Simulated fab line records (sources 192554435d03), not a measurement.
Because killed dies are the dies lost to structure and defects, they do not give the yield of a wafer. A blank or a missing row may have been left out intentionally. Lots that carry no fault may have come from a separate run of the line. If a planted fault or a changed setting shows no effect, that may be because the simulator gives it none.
Chamber matching || flow n5-finfet || N5_PASSIVATION_PASS_ETCH_47 on rie-diel-04 has 4 sister chambers
The step etches SiNx in CF4/O2, target depth 770 nm, time 385 s. 4 wafers are shown with their chamber, then 7 later ones without.

EACH WAFER AND ITS CHAMBER
{"wafer": "L430.6", "chamber": 2, "showerhead-plenum-p-Torr (Torr)": 2.16}
{"wafer": "L429.4", "chamber": 0, "showerhead-plenum-p-Torr (Torr)": 2.32}
{"wafer": "L432.2", "chamber": 1, "showerhead-plenum-p-Torr (Torr)": 2.26}
{"wafer": "L432.4", "chamber": 3, "showerhead-plenum-p-Torr (Torr)": 2.16}

WAFERS WITH NO CHAMBER GIVEN
{"wafer": "L432.6", "showerhead-plenum-p-Torr (Torr)": 2.26}
{"wafer": "L433.2", "showerhead-plenum-p-Torr (Torr)": 2.32}
{"wafer": "L433.3", "showerhead-plenum-p-Torr (Torr)": 2.15}
{"wafer": "L433.6", "showerhead-plenum-p-Torr (Torr)": 2.32}
{"wafer": "L447.2", "showerhead-plenum-p-Torr (Torr)": 2.31}
{"wafer": "L447.3", "showerhead-plenum-p-Torr (Torr)": 2.24}
{"wafer": "L447.5", "showerhead-plenum-p-Torr (Torr)": 2.24}

EACH ONE'S CHAMBER
{"wafer": "L432.6", "from the rows above": 1, "in truth": 1}
{"wafer": "L433.2", "from the rows above": 0, "in truth": 0}
{"wafer": "L433.3", "from the rows above": "can't be placed: 2 or 3", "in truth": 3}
{"wafer": "L433.6", "from the rows above": 0, "in truth": 0}
{"wafer": "L447.2", "from the rows above": 0, "in truth": 0}
{"wafer": "L447.3", "from the rows above": 1, "in truth": 1}
{"wafer": "L447.5", "from the rows above": 1, "in truth": 1}
Placed correctly: 6 of 7. These rows do not allow placing 1 (true chamber among the candidates in 1). 0 placed wrongly.
How it was worked out, from the rows above alone: a wafer's distance from a chamber is the root of the sum, over the readings, of the square of ((its reading less the chamber's mean) divided by the reading's scatter). The wafer belongs to the nearest chamber; if the next one is less than 2 further off, it can't be placed. A chamber's mean is the mean of its shown wafers. The scatter: root of mean squared gap, hidden wafer to nearest shown wafer, with one shown wafer a chamber.
